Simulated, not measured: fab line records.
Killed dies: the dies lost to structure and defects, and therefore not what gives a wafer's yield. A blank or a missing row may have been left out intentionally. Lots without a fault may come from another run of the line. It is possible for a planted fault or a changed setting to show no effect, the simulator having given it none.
fab line records | flow n5-finfet
[record] lots = 11 | wafers = 33 | last-day = 18
route steps=1938 shown BEOL_M9@1415 PASSIVATION@1936
lots with no fault: from the same line, run without faults
start-h: the number of hours between the record's first day and the start of the first shown wafer of the lot | wait-h: hours elapsed since this lot's preceding step | " identical to the entry in the row above | L1.1+2: a row that stands for several wafers | - no value present, or no start provided | * or withheld: withheld | < > ~ a bound
route shown NAME@n: NAME is a module with steps in the file, n the number in the route of the first one | usual: the fault-free wafers' mean and standard deviation | same: alike in all rows | chamber/n: place in a boat | sites: readings site by site | _std_site: standard deviation of those values | _edge_site: inner sites' mean taken away from outer sites' mean | radius-mm: for every site, how far away it sits from the centre of the wafer | mask NAME#n: copy n | behind: the tool/chamber that last shaped the wafer | hold: cause of the lot's hold/its duration in hours/its outcome | device: the transistor (n, p or np) that didn't switch | end of line: tests run on the same wafers once the route is complete | step lacking rows: just its recipe | killed: the dies lost at the first sort to structure and to defects; this is not the yield of the wafer | map: per-die view of a wafer (x killed, . not killed, _ where there is no die)
set.NAME: setting as actually run; set.NAME@STEP: the setting as run at that earlier step | model.NAME: the simulator's own value behind a step, which no gauge read
steps of the route over a sample of lots; a table a step, a row a wafer
services: when a tool's chamber went out of use (start-h, in hours from the record's first day, below 0 if earlier), for how many hours, and the reason
[[steps]]
[step N5_BEOL_M9_OVL_MEAS_12]
[recipe] points-per-wafer = 44
[usual] M9_OVL = -0.1/0.74
lot.wafer | tool       | chamber | start-h | wait-h | M9_OVL[nm]
L175.2    | overlay-02 | 0       | 224.98  | 0.0    | 0.0
L175.3    | "          | 0       | "       | "      | 0.4
L175.5    | "          | 0       | "       | "      | 0.2
L174.2    | overlay-02 | 0       | 225.20  | 0.0    | 0.7
L174.5    | "          | 0       | "       | "      | 0.2
L174.6    | "          | 0       | "       | "      | 1.9
L177.1    | overlay-01 | 0       | 245.61  | 0.0    | -0.4
L177.2    | "          | 0       | "       | "      | -0.9
L177.5    | "          | 0       | "       | "      | 0.4
L178.1    | overlay-02 | 0       | 250.28  | 0.0    | -1.0
L178.4    | "          | 0       | "       | "      | -1.4
L178.6    | "          | 0       | "       | "      | -2.4
L183.1    | overlay-01 | 0       | 284.59  | 0.0    | -0.6
L183.3    | "          | 0       | "       | "      | -0.1
L183.4    | "          | 0       | "       | "      | -0.3
L187.1    | overlay-02 | 0       | 306.82  | 0.0    | -0.6
L187.4    | "          | 0       | "       | "      | -0.5
L187.5    | "          | 0       | "       | "      | -0.4
L189.1    | overlay-02 | 0       | 316.77  | 0.0    | -1.1
L189.3    | "          | 0       | "       | "      | -1.4
L189.5    | "          | 0       | "       | "      | -0.9
L191.1    | overlay-01 | 0       | 326.36  | 0.0    | 0.7
L191.5    | "          | 0       | "       | "      | 0.4
L191.6    | "          | 0       | "       | "      | 0.3
L194.2    | overlay-02 | 0       | 343.61  | 0.0    | -0.8
L194.4    | "          | 0       | "       | "      | -0.6
L194.6    | "          | 0       | "       | "      | -0.7
L197.4    | overlay-01 | 0       | 359.78  | 0.0    | 1.1
L197.5    | "          | 0       | "       | "      | 0.0
L197.6    | "          | 0       | "       | "      | 0.6
L196.2    | overlay-02 | 0       | 360.76  | 0.0    | -0.5
L196.4    | "          | 0       | "       | "      | -0.3
L196.6    | "          | 0       | "       | "      | -0.1
[step N5_BEOL_M9_COAT_75]
[recipe] resist = underlayer | temp-c = 205 | time-s = 60 | spin-rpm = 1500 | resist-thk-nm = 5
[usual] heater-power-total-W = 391.8/1.3 | plate-temp-C = 204.97/0.16 | run-length-s = 66.18/0.22
lot.wafer | tool           | chamber | start-h | wait-h | heater-power-total-W | plate-temp-C | run-length-s
L174.2    | litho-track-03 | 0       | 227.69  | -      | 392.4                | 204.96       | 66.02
L174.5    | "              | 0       | "       | "      | 391.3                | 205.17       | 66.00
L174.6    | "              | 0       | "       | "      | 393.7                | 204.83       | 65.83
L175.2    | litho-track-04 | 0       | 227.77  | -      | 390.1                | 204.81       | 66.18
L175.3    | "              | 0       | "       | "      | 393.1                | 205.02       | 66.24
L175.5    | "              | 0       | "       | "      | 390.5                | 205.10       | 66.41
L177.1    | litho-track-04 | 0       | 248.67  | -      | 392.4                | 205.07       | 66.18
L177.2    | "              | 0       | "       | "      | 390.6                | 204.75       | 66.26
L177.5    | "              | 0       | "       | "      | 390.0                | 205.08       | 66.27
L178.1    | litho-track-04 | 0       | 251.15  | -      | 391.3                | 205.14       | 66.32
L178.4    | "              | 0       | "       | "      | 391.8                | 205.33       | 66.23
L178.6    | "              | 0       | "       | "      | 391.2                | 205.03       | 66.32
L183.1    | litho-track-04 | 0       | 286.02  | -      | 408.4                | -            | 61.54
L183.3    | "              | 0       | "       | "      | 393.0                | 204.95       | 66.49
L183.4    | "              | 0       | "       | "      | 394.1                | 205.00       | 66.19
L187.1    | litho-track-04 | 0       | 310.65  | -      | 411.1                | -            | 61.53
L187.4    | "              | 0       | "       | "      | 392.8                | 205.09       | 66.29
L187.5    | "              | 0       | "       | "      | 409.1                | -            | 61.73
L189.1    | litho-track-03 | 0       | 318.44  | -      | 392.0                | 204.89       | 65.90
L189.3    | "              | 0       | "       | "      | 393.5                | 204.84       | 66.14
L189.5    | "              | 0       | "       | "      | 393.1                | 205.01       | 65.81
L191.1    | litho-track-05 | 0       | 330.34  | -      | 393.8                | 204.70       | 66.24
L191.5    | "              | 0       | "       | "      | 391.3                | 204.85       | 66.40
L191.6    | "              | 0       | "       | "      | 392.6                | 204.58       | 66.17
L194.2    | litho-track-03 | 0       | 345.02  | -      | 390.8                | 204.68       | 65.92
L194.4    | "              | 0       | "       | "      | 390.9                | 204.79       | 65.91
L194.6    | "              | 0       | "       | "      | 393.9                | 204.77       | 65.83
L197.4    | litho-track-04 | 0       | 364.44  | -      | 392.1                | 204.88       | 66.23
L197.5    | "              | 0       | "       | "      | 392.6                | 204.88       | 66.35
L197.6    | "              | 0       | "       | "      | 389.7                | 205.27       | 66.48
L196.2    | litho-track-05 | 0       | 364.44  | -      | 389.7                | 204.81       | 66.34
L196.4    | "              | 0       | "       | "      | 390.5                | 205.15       | 66.33
L196.6    | "              | 0       | "       | "      | 391.9                | 204.93       | 66.36
[step N5_BEOL_M9_INSPECT_30]
[recipe] mode = adi | inspect-instrument = brightfield
[usual] raw-defect-count = 385/98
lot.wafer | tool              | chamber | start-h | wait-h | raw-defect-count
L174.2    | defect-inspect-01 | -       | 228.04  | 0.0    | 393
L174.5    | "                 | -       | "       | "      | 375
L174.6    | "                 | -       | "       | "      | 351
L175.2    | defect-inspect-02 | -       | 228.24  | 0.0    | 293
L175.3    | "                 | -       | "       | "      | 300
L175.5    | "                 | -       | "       | "      | 307
L177.1    | defect-inspect-01 | -       | 249.19  | 0.1    | 485
L177.2    | "                 | -       | "       | "      | 435
L177.5    | "                 | -       | "       | "      | 476
L178.1    | defect-inspect-02 | -       | 251.50  | 0.1    | 387
L178.4    | "                 | -       | "       | "      | 395
L178.6    | "                 | -       | "       | "      | 409
L183.1    | defect-inspect-02 | -       | 286.42  | 0.1    | 291
L183.3    | "                 | -       | "       | "      | 347
L183.4    | "                 | -       | "       | "      | 347
L187.1    | defect-inspect-01 | -       | 311.00  | 0.1    | 509
L187.4    | "                 | -       | "       | "      | 595
L187.5    | "                 | -       | "       | "      | 595
L189.1    | defect-inspect-01 | -       | 318.79  | 0.1    | 518
L189.3    | "                 | -       | "       | "      | 656
L189.5    | "                 | -       | "       | "      | 650
L191.1    | defect-inspect-01 | -       | 330.98  | 0.1    | 416
L191.5    | "                 | -       | "       | "      | 346
L191.6    | "                 | -       | "       | "      | 414
L194.2    | defect-inspect-01 | -       | 345.50  | 0.0    | 211
L194.4    | "                 | -       | "       | "      | 429
L194.6    | "                 | -       | "       | "      | 346
L197.4    | defect-inspect-02 | -       | 364.80  | 0.0    | 325
L197.5    | "                 | -       | "       | "      | 261
L197.6    | "                 | -       | "       | "      | 319
L196.2    | defect-inspect-02 | -       | 364.98  | 0.0    | 390
L196.4    | "                 | -       | "       | "      | 402
L196.6    | "                 | -       | "       | "      | 396
[step N5_BEOL_M9_DESCUM_33]
[recipe] chemistry = O2 | time-s = 7 | source-power-w = 50 | bias-power-w = 20 | pressure-mtorr = 20 | rf-frequency-hz = 2.712e+07 | temp-c = 40 | resist = CAR-EUV | o2-flow-sccm = 225
[usual] drypump-motor-current-A = 5.9/0.4 | oes-product-au = 0.78/0.094 | rf-vpp-V = 243.4/1.2 | showerhead-plenum-p-Torr = 2.11/0.056 | throttle-valve-pct = 20.44/0.27
lot.wafer | tool        | chamber | start-h | wait-h | drypump-motor-current-A | oes-product-au | rf-hours-counter-h | rf-vpp-V | showerhead-plenum-p-Torr | throttle-valve-pct
L174.2    | rie-diel-04 | 3       | 228.07  | 0.0    | 5.3                     | 0.73           | 202                | 242.8    | 2.16                     | 20.77
L174.5    | "           | 0       | "       | "      | 6.1                     | 0.83           | -                  | 244.1    | 2.12                     | 20.06
L174.6    | "           | 1       | "       | "      | 6.3                     | 0.73           | -                  | 244.5    | 2.17                     | 20.36
L175.2    | rie-diel-03 | 2       | 228.28  | 0.0    | 5.7                     | 0.80           | 86                 | 241.3    | 2.04                     | 20.35
L175.3    | "           | 1       | "       | "      | 5.7                     | 0.69           | 215                | 245.5    | 2.14                     | 20.46
L175.5    | "           | 3       | "       | "      | 6.3                     | 0.92           | -                  | 243.0    | 2.14                     | 19.99
L177.1    | rie-diel-04 | 2       | 249.22  | 0.0    | 6.4                     | 1.02           | 0                  | 243.9    | 2.13                     | 20.31
L177.2    | "           | 1       | "       | "      | 6.3                     | 0.73           | 165                | 244.4    | 2.17                     | 20.36
L177.5    | "           | 3       | "       | "      | 5.3                     | 0.73           | -                  | 243.6    | 2.16                     | 20.78
L178.1    | rie-diel-06 | 2       | 251.54  | 0.0    | 5.5                     | 0.79           | 101                | 241.9    | 2.02                     | 20.37
L178.4    | "           | 0       | "       | "      | 5.4                     | 0.69           | 209                | 242.2    | 2.07                     | 20.87
L178.6    | "           | 3       | "       | "      | 6.0                     | 0.69           | -                  | 241.1    | 1.97                     | 20.72
L183.1    | rie-diel-03 | 3       | 286.46  | 0.0    | 6.4                     | 0.88           | 30                 | 242.2    | 2.14                     | 20.04
L183.3    | "           | 0       | "       | "      | 6.2                     | 0.95           | 11                 | 242.5    | 2.15                     | 20.53
L183.4    | "           | 2       | "       | "      | 5.7                     | 0.79           | 103                | 240.6    | 2.04                     | 20.38
L187.1    | rie-diel-04 | 2       | 311.04  | 0.0    | 6.4                     | 0.93           | 15                 | 244.5    | 2.13                     | 20.32
L187.4    | "           | 3       | "       | "      | 5.3                     | 0.72           | 227                | 243.5    | 2.15                     | 20.81
L187.5    | "           | 2       | "       | "      | 6.4                     | 0.93           | -                  | 243.1    | 2.13                     | 20.33
L189.1    | rie-diel-06 | 1       | 318.97  | 0.2    | 5.3                     | 0.71           | 182                | 242.2    | 2.09                     | 20.63
L189.3    | "           | 2       | "       | "      | 5.5                     | 0.76           | 123                | 242.1    | 2.02                     | 20.41
L189.5    | "           | 0       | "       | "      | 5.4                     | 0.67           | -                  | 242.2    | 2.06                     | 20.91
L191.1    | rie-diel-06 | 2       | 331.91  | 0.9    | 5.5                     | 0.75           | 127                | 241.7    | 2.02                     | 20.44
L191.5    | "           | 0       | "       | "      | 5.4                     | 0.67           | -                  | 242.8    | 2.06                     | 20.92
L191.6    | "           | 1       | "       | "      | 5.3                     | 0.72           | -                  | 243.1    | 2.09                     | 20.65
L194.2    | rie-diel-04 | 1       | 345.53  | 0.0    | 6.3                     | 0.70           | 196                | 243.3    | 2.15                     | 20.42
L194.4    | "           | 2       | "       | "      | 6.4                     | 0.92           | 27                 | 245.3    | 2.12                     | 20.34
L194.6    | "           | 3       | "       | "      | 5.3                     | 0.71           | -                  | 244.1    | 2.15                     | 20.82
L197.4    | rie-diel-03 | 0       | 364.85  | 0.0    | 6.2                     | 0.89           | -                  | 243.6    | 2.14                     | 20.58
L197.5    | "           | 3       | "       | "      | 6.3                     | 0.85           | -                  | 244.3    | 2.13                     | 20.06
L197.6    | "           | 2       | "       | "      | 5.7                     | 0.77           | -                  | 243.2    | 2.03                     | 20.41
L196.2    | rie-diel-04 | 0       | 365.32  | 0.3    | 6.1                     | 0.80           | 124                | 244.4    | 2.11                     | 20.12
L196.4    | "           | 3       | "       | "      | 5.3                     | 0.71           | 242                | 242.4    | 2.15                     | 20.82
L196.6    | "           | 0       | "       | "      | 6.1                     | 0.80           | -                  | 244.0    | 2.11                     | 20.11
[step N5_PASSIVATION_PROBE_49]
[usual] defect-limited-yield = 91.2/1.5 | killed_at_M0_to_M3 = 33/9.6 | killed_at_M4_up = 14/5.6 | killed-at-contacts = 14/5.5 | killed-at-front-end = 40/13 | killed-at-other = 4/3 | killed-dies = 104/17 | killed-open = 68/13 | killed-short = 33/7.2 | sort_bin_5_function = 5.2/0.95 | sort_bin_6_memory = 3.3/0.62 | sort-n-pass = 1076/17 | sort-yield-pct = 91.2/1.5
[same] gross-dies = 1180 | killed-at-back-side = 0 | sort_bin_4_leakage[%] = 0 | sort_bin_8_speed[%] = 0
lot.wafer | tool      | chamber | start-h | wait-h | defect-limited-yield[%] | killed_at_M0_to_M3 | killed_at_M4_up | killed-at-contacts | killed-at-front-end | killed-at-other | killed-dies | killed-open | killed-short | sort_bin_5_function[%] | sort_bin_6_memory[%] | sort-n-pass | sort-yield-pct[%]
L189.1    | prober-01 | -       | 387.20  | 0.0    | 89.7                    | 38                 | 17              | 23                 | 34                  | 9               | 121         | 86          | 34           | 5.6                    | 4.2                  | 1059        | 89.7
// killed by level:class
L189.1 MOL_CONTACT_COAG:geometric-particle:open=18 BEOL_M3:geometric-particle:open=14 FIN_SAQP:geometric-particle:open=13 BEOL_M1:geometric-particle:open=10 STI_FIN_REVEAL:geometric-particle:open=6 MOL_CONTACT_COAG:geometric-particle:short=5 BEOL_M1:geometric-particle:short=5 BEOL_M5:geometric-particle:open=5
[[services]]
tool        | chamber | start-h | hours | kind
rie-diel-06 | 0       | 211.47  | 8.5   | repair
rie-diel-03 | 0       | 224.48  | -     | clean
rie-diel-03 | 0       | 224.48  | -     | consumable-replace:focus-ring
rie-diel-03 | 0       | 224.48  | 20.7  | scheduled-down
rie-diel-03 | 0       | 224.48  | 20.7  | vent-cycle
rie-diel-04 | 2       | 234.06  | -     | clean
rie-diel-04 | 2       | 234.06  | -     | consumable-replace:focus-ring
rie-diel-04 | 2       | 234.06  | 14.5  | scheduled-down
rie-diel-04 | 2       | 234.06  | 14.5  | vent-cycle
rie-diel-03 | -       | 272.06  | 0.8   | repair
rie-diel-03 | 3       | 317.24  | 8.8   | repair
rie-diel-04 | 3       | 334.18  | 5.4   | repair
rie-diel-06 | 3       | 342.84  | -     | clean
rie-diel-06 | 3       | 342.84  | -     | consumable-replace:esc
rie-diel-06 | 3       | 342.84  | -     | consumable-replace:focus-ring
rie-diel-06 | 3       | 342.84  | -     | consumable-replace:showerhead
rie-diel-06 | 3       | 342.84  | 36.3  | scheduled-down
rie-diel-06 | 3       | 342.84  | 36.3  | vent-cycle
rie-diel-03 | 1       | 354.41  | -     | clean
rie-diel-03 | 1       | 354.41  | -     | consumable-replace:focus-ring
rie-diel-03 | 1       | 354.41  | 15.8  | scheduled-down
rie-diel-03 | 1       | 354.41  | 15.8  | vent-cycle
[[key]]
[first-sign] step = N5_BEOL_M9_COAT_75 | reading = run-length-s | direction = down | sigmas = 21 | usual = * | struck = *
[effect] step = N5_BEOL_M9_COAT_75 | reading = heater-power-total-W | direction = up | sigmas = 13 | usual = * | struck = *
met-at N5_BEOL_M9_COAT_75
struck-lots L183,L187
struck-wafers L183.1,L187.1,L187.5
not-acting-at N5_BEOL_M9_OVL_MEAS_12,N5_BEOL_M9_INSPECT_30,N5_BEOL_M9_DESCUM_33
onset-between 251.15 286.02
[fault] kind = process-parameter-drift | tool = litho-track-04 | chamber = - | onset-h = 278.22 | steps = N5_BEOL_M9_COAT_75 | channel = time-s | offset = * | shape = step | end-h = 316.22 | scope = struck-wafers-only | acts-in = * | stated = *
